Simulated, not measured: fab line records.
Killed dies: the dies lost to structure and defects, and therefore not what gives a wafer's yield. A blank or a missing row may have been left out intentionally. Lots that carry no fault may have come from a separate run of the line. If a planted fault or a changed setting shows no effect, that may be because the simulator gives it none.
Chamber matching	flow n5Finfet	4 sister chambers for N5_BEOL_M2_DESCUM_16 on rieDiel-02
The step chemistry O2, time 7 s. 4 wafers are shown with their chamber, then 11 later ones without.

== WAFERS PAIRED WITH THEIR CHAMBERS ==
wafer	chamber	showerheadPlenumPTorr (Torr)
L088.3	3	2.18
L088.4	2	1.99
L089.6	1	2.10
L090.3	0	2.00

== WAFERS MISSING THEIR CHAMBER ==
wafer	showerheadPlenumPTorr (Torr)
L090.4	2.10
L090.6	2.00
L092.3	2.00
L092.5	1.98
L092.6	2.10
L093.2	2.10
L093.3	1.98
L093.4	2.18
L097.3	2.10
L097.4	2.17
L097.5	1.98

== WHICH CHAMBER EACH ONE RAN IN ==
wafer	from the rows above	in truth
L090.4	1	1
L090.6	can't be placed: 0 or 2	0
L092.3	can't be placed: 0 or 2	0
L092.5	can't be placed: 2 or 0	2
L092.6	1	1
L093.2	1	1
L093.3	can't be placed: 2 or 0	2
L093.4	3	3
L097.3	1	1
L097.4	3	3
L097.5	can't be placed: 2 or 0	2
Placed correctly: 6 of 11. Unplaceable from these rows: 5, with the true chamber sitting among the candidates in 5. 0 placed wrongly.
How it was worked out, from the rows above alone: a wafer's distance from a chamber is the root of the sum, over the readings, of the square of ((its reading less the chamber's mean) divided by the reading's scatter). The wafer belongs to the nearest chamber; if the next one is less than 2 further off, it can't be placed. Each chamber's mean is taken over the wafers shown for it. The scatter: with one shown wafer a chamber, the root of the mean of the squares of how far each hidden wafer lies from its nearest shown one.
